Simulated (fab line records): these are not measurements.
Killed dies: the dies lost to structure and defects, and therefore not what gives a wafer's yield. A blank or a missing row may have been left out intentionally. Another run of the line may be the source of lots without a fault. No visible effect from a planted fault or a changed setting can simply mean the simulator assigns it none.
Split-lot study -- flow n5-finfet -- on a route of 1938 steps: 7 lots, 39 wafers read

## ON THE SPLIT
At N5_PMOS_HMC_CHANNEL_EPI_EPI_20 (deposits SiGe30, target thk 59 nm), the setting pressure-torr was moved away from the recipe's 20 Torr on 30 of the 39 wafers read, by -7.4% to +14.8%. For the rest of the wafers, this setting stayed at what the recipe calls for.

The reading comes from the split's own step.

## THE READING
SiGe30_of_PMOS_HMC_CHANNEL_EPI_EPI_20.thk-nm (the simulator's own value, which no gauge read), in nm, at N5_PMOS_HMC_CHANNEL_EPI_EPI_20 (deposits SiGe30, target thk 59 nm). The file gives no usual value for it. Here, 9 wafers ran the recipe; their average is 58.57 nm with a standard deviation of 0.57 nm.

wafer,"tool, chamber at the split","pressure-torr as run, Torr",against the recipe,"SiGe30_of_PMOS_HMC_CHANNEL_EPI_EPI_20.thk-nm, nm",against lot-mates on the recipe
L075.1,"epi-rpcvd-01, 0",18.51,-7.4%,57.85,no lot-mate on the recipe
L075.2,"epi-rpcvd-01, 0",18.51,-7.4%,57.17,no lot-mate on the recipe
L075.3,"epi-rpcvd-01, 0",18.51,-7.4%,57.13,no lot-mate on the recipe
L075.4,"epi-rpcvd-01, 0",18.51,-7.4%,57.62,no lot-mate on the recipe
L075.5,"epi-rpcvd-01, 0",18.51,-7.4%,57.07,no lot-mate on the recipe
L075.6,"epi-rpcvd-01, 0",18.51,-7.4%,57.25,no lot-mate on the recipe
L078.1,"epi-rpcvd-01, 0",21.89,+9.5%,60.72,no lot-mate on the recipe
L078.2,"epi-rpcvd-01, 0",21.89,+9.5%,61.02,no lot-mate on the recipe
L078.3,"epi-rpcvd-01, 0",21.89,+9.5%,61,no lot-mate on the recipe
L078.4,"epi-rpcvd-01, 0",21.89,+9.5%,60.88,no lot-mate on the recipe
L078.5,"epi-rpcvd-01, 0",21.89,+9.5%,60.97,no lot-mate on the recipe
L078.6,"epi-rpcvd-01, 0",21.89,+9.5%,61.01,no lot-mate on the recipe
L079.1,"epi-rpcvd-03, 0",20,recipe,58.31,-
L079.2,"epi-rpcvd-03, 0",20,recipe,58.96,-
L079.3,"epi-rpcvd-03, 0",20,recipe,57.82,-
L079.4,"epi-rpcvd-03, 0",20,recipe,58.54,-
L079.5,"epi-rpcvd-03, 0",20,recipe,58.35,-
L079.6,"epi-rpcvd-03, 0",20,recipe,57.77,-
L084.1,"epi-rpcvd-04, 0",21.67,+8.4%,61.19,no lot-mate on the recipe
L084.2,"epi-rpcvd-04, 0",21.67,+8.4%,60.87,no lot-mate on the recipe
L084.3,"epi-rpcvd-04, 0",21.67,+8.4%,61.41,no lot-mate on the recipe
L084.4,"epi-rpcvd-04, 0",21.67,+8.4%,61.16,no lot-mate on the recipe
L084.5,"epi-rpcvd-04, 0",21.67,+8.4%,61.4,no lot-mate on the recipe
L084.6,"epi-rpcvd-04, 0",21.67,+8.4%,61.44,no lot-mate on the recipe
L092.1,"epi-rpcvd-03, 0",22.55,+12.7%,62.57,no lot-mate on the recipe
L092.2,"epi-rpcvd-03, 0",22.55,+12.7%,61.83,no lot-mate on the recipe
L092.3,"epi-rpcvd-03, 0",22.55,+12.7%,61.74,no lot-mate on the recipe
L092.4,"epi-rpcvd-03, 0",22.55,+12.7%,61.58,no lot-mate on the recipe
L092.5,"epi-rpcvd-03, 0",22.55,+12.7%,61.72,no lot-mate on the recipe
L092.6,"epi-rpcvd-03, 0",22.55,+12.7%,62.3,no lot-mate on the recipe
L094.1,"epi-rpcvd-01, 0",22.96,+14.8%,62.74,no lot-mate on the recipe
L094.2,"epi-rpcvd-01, 0",22.96,+14.8%,62.35,no lot-mate on the recipe
L094.3,"epi-rpcvd-01, 0",22.96,+14.8%,61.94,no lot-mate on the recipe
L094.4,"epi-rpcvd-01, 0",22.96,+14.8%,62.05,no lot-mate on the recipe
L094.5,"epi-rpcvd-01, 0",22.96,+14.8%,61.89,no lot-mate on the recipe
L094.6,"epi-rpcvd-01, 0",22.96,+14.8%,61.97,no lot-mate on the recipe
L095.2,"epi-rpcvd-04, 0",20,recipe,59.1,-
L095.3,"epi-rpcvd-04, 0",20,recipe,58.63,-
L095.6,"epi-rpcvd-04, 0",20,recipe,59.65,-

THE FIT
A straight line over all 39 wafers: SiGe30_of_PMOS_HMC_CHANNEL_EPI_EPI_20.thk-nm changes by +0.232 nm for each +1% of pressure-torr; r = +0.97; the points scatter about the line by 0.45 nm.
Too few moved wafers with a lot-mate on the recipe to fit a line net of each lot's own level.

## FILE'S OWN FIT
SiGe30_of_PMOS_HMC_CHANNEL_EPI_EPI_20.thk-nm changes by +0.232 nm for each +1% of pressure-torr, r = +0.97.
